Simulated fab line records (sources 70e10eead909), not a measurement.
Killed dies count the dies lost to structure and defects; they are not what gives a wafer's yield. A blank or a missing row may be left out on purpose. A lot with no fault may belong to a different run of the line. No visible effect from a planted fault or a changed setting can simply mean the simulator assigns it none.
Comparing a struck lot with a sound one | flow nand harc | 17 steps out of a route of 1302
Sound: the wafers L772.1, L772.3, L772.4. Struck: wafers L778.3, L778.4, L778.5. At the end, the cause is stated.
At each step with rows: each side's tool, then ch and its chambers, then its first start. Under that, the readings that differ: sound wafers | struck wafers | difference of the means | sigmas: that difference in standard deviations of wafers without a fault.
alike: words and numbers the same on both sides, and readings whose means are apart by under 2 such deviations; not compared: readings that were withheld, readings missing a value for some wafer, numbers with overlapping values and no deviation given by the record, and bounds like >300 which may hide the same value.
Wherever a step has rows on one side only, a row that says differs or no value, or a row with sigmas, the two part there. Numbers that have no deviation but don't overlap get no sigmas and don't part them. A reading missing from all wafers of one side parts the sides only when that side holds two or more wafers.

NHARC_A_CONTACT_CVD_19: deposits W, target thk 300 nm, time 802 s.
  sound: cvd w-02 ch 0,1; struck: cvd w-01 ch 1
  alike: heater power w, throttle valve pct
NHARC_A_CONTACT_CMP_20: polishes, t overpolish 30 s, target thk 300 nm.
  sound on cmp-02 ch 0,2,3, day 22 15:56; struck on cmp-03 ch 0,3, day 25 04:56
  alike: edge zone pressure frac, motor current A, overpolish run s, time to endpoint s
then, 1 step without rows for these wafers: NHARC_A_CONTACT_SRD_22.
NHARC_A_CONTACT_INSPECT_23:
  struck on defect inspect-01, day 25 05:19; sound on defect inspect-01, day 22 16:19
  alike: raw defect count
then, 7 steps without rows for these wafers: NHARC_A_BLC_DEHYDRATE_00 (time 120 s); NHARC_A_BLC_HMDS_01 (time 30 s); NHARC_A_BLC_COAT_02 (time 75 s); NHARC_A_BLC_COAT_03 (time 65 s); NHARC_A_BLC_COAT_04 (resist thk 90 nm); NHARC_A_BLC_SOFTBAKE_05 (time 55 s); NHARC_A_BLC_EBR_06.
NHARC_A_BLC_EXPOSE_07: exposes mask A BLC, target cd 100 nm.
  sound on arfi scanner-03 ch 0, day 22 16:41; struck on arfi scanner-03 ch 0, day 25 05:42
  reading                       | sound                   | struck            | difference | sigmas
  model.A_BLC.overlay x nm (nm) | -0.4707 -0.4707 -0.4707 | 13.91 13.91 13.91 | +14.38     |
  alike: mask, reticle temp C
then, 2 steps without rows for these wafers: NHARC_A_BLC_PEB_08 (peb time 65 s); NHARC_A_BLC_DEVELOP_09 (develop time 35 s).
NHARC_A_BLC_CD_MEAS_10: target cd 100 nm.
  sound on cd sem-03 ch 0, day 22 16:50; struck on cd sem-03 ch 0, day 25 05:50
  alike: cd nm
NHARC_A_BLC_OVL_MEAS_11:
  struck on overlay-01, day 25 05:55; sound on overlay-01, day 22 16:55
  reading           | sound          | struck         | difference | sigmas
  overlay x nm (nm) | -0.7 -0.8 -0.5 | 13.6 14.7 14.3 | +14.9      | +15
  alike: overlay y nm
NHARC_A_BLC_INSPECT_12:
  struck on defect inspect-02, day 25 05:57; sound on defect inspect-01, day 22 16:57
  reading          | sound       | struck   | difference | sigmas
  raw defect count | 103 118 128 | 21 29 18 | -94        | -2

== WHERE THEY PART ==
First at NHARC_A_BLC_OVL_MEAS_11; last, within this record, at NHARC_A_BLC_INSPECT_12.

WHY: what the simulator had put in
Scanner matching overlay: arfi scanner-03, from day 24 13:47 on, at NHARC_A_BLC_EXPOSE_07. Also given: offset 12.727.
